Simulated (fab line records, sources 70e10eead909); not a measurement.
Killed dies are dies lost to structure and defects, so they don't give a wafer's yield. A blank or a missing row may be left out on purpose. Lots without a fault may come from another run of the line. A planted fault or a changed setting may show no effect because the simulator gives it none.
Chamber matching | flow nand_harc | NHARC_A_ZERO_WELL_ETCH_19 on rie_diel-01: 4 sister chambers
The step etches the open film in N2/H2, target depth 80 nm, overetch 24 nm, time 87.88 s. 8 wafers are shown with their chamber, then 6 later ones without.

WAFERS WITH THEIR CHAMBER
wafer  | chamber | showerhead_plenum_p_Torr (Torr) | drypump_motor_current_A (A)
L827.5 | 3       | 1.94                            | 6.5
L829.1 | 1       | 2.14                            | 6.3
L829.4 | 0       | 2.14                            | 6.4
L831.1 | 0       | 2.14                            | 6.4
L831.4 | 2       | 2.01                            | 4.9
L831.5 | 1       | 2.14                            | 6.3
L836.3 | 2       | 2.00                            | 4.8
L836.5 | 3       | 1.94                            | 6.5

WAFERS WITHOUT THEIR CHAMBER
wafer  | showerhead_plenum_p_Torr (Torr) | drypump_motor_current_A (A)
L836.6 | 2.00                            | 4.8
L842.1 | 2.14                            | 6.4
L842.6 | 2.14                            | 6.3
L846.1 | 1.94                            | 6.5
L846.2 | 2.00                            | 4.9
L846.3 | 2.14                            | 6.3

WHICH CHAMBER EACH WENT THROUGH
wafer  | from the rows above | in truth
L836.6 | 2                   | 2
L842.1 | 0                   | 0
L842.6 | 1                   | 1
L846.1 | 3                   | 3
L846.2 | 2                   | 2
L846.3 | 1                   | 1
Placed correctly: 6 of 6. Can't be placed from these rows: 0. Placed wrongly: 0.
How it was worked out, from the rows above alone: a wafer's distance from a chamber is the root of the sum, over the readings, of the square of ((its reading less the chamber's mean) divided by the reading's scatter). The wafer belongs to the nearest chamber; if the next one is less than 2 further off, it can't be placed. A chamber's mean is the mean of its shown wafers. The scatter: the root of (the sum of the squares of (reading less its chamber's mean) over the shown wafers, divided by (wafers less chambers)).
